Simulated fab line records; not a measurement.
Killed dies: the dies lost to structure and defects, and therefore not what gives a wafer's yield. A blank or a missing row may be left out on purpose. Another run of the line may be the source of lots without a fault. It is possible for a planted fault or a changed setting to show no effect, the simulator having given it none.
One fault through the eyes of 2 desks | flow n5_finfet | every desk sees just its own numbers, and what lay behind them comes last

== THE METROLOGY DESK ==
Means of the sampled wafers that have a number, per lot and without regard to the tool the lot ran on: this is what the gauges read. If a lot's mean is further than 4 standard deviations from the usual mean, the lot is out of limits and carries the mark OUT (the distance appears in the brackets).
Columns: A = cd_nm at N5_BEOL_M5_CD_MEAS_28, usual 30.64 nm
lot  | first seen here | A
L208 | day 7 18:43     | 30.47
L209 | day 8 10:15     | 30.70
L212 | day 9 06:11     | 30.05
L215 | day 9 14:11     | 30.71
L218 | day 10 10:36    | 30.68
L217 | day 10 10:44    | 31.01
L219 | day 10 15:46    | 30.61
L226 | day 12 15:04    | 30.84
L227 | day 12 20:34    | 30.59
L229 | day 13 15:40    | 30.45
L230 | day 13 22:04    | 30.56
This desk found nothing out of limits on any of the 11 lots.

== THE TOOL OWNER'S DESK: euv_scanner-01 ==
The tool's own readings at N5_BEOL_M5_EXPOSE_25 (exposes mask V4, defocus 10 nm): means of the sampled wafers that have a number, for each lot that ran on this tool. If a lot's mean is further than 4 standard deviations from the usual mean, the lot is out of limits and carries the mark OUT (the distance appears in the brackets).
Columns: A = exposure_dose_mJ_cm2 at N5_BEOL_M5_EXPOSE_25, usual 52.68
lot  | first seen here | A
L208 | day 7 18:35     | 52.73
L209 | day 8 10:07     | 52.74
L212 | day 9 06:03     | 52.02 (-12) OUT
L215 | day 9 14:03     | 52.17 (-9.2) OUT
This desk finds L212, L215 out of limits, L212 being first, at day 9 06:03 (exposure_dose_mJ_cm2 at N5_BEOL_M5_EXPOSE_25). Within limits: L208, L209.

== TAKEN TOGETHER ==
The tool owner's desk had the chance to raise an alarm at day 9 06:03 on L212, L215.
The metrology desk saw nothing out of limits.
The metrology desk has L212, L215 on record, within its limits.
On euv_scanner-01, each named lot ran N5_BEOL_M5_EXPOSE_25.

== WHAT HAD BEEN PUT IN BY THE SIMULATOR ==
Drift in process parameters on euv_scanner-01 at N5_BEOL_M5_EXPOSE_25, starting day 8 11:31. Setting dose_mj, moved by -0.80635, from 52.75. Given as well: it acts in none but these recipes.
Struck lots among those shown: L212, L215.
Hours from the fault's start to each desk's first reading out of limits: the tool owner's desk, 19.
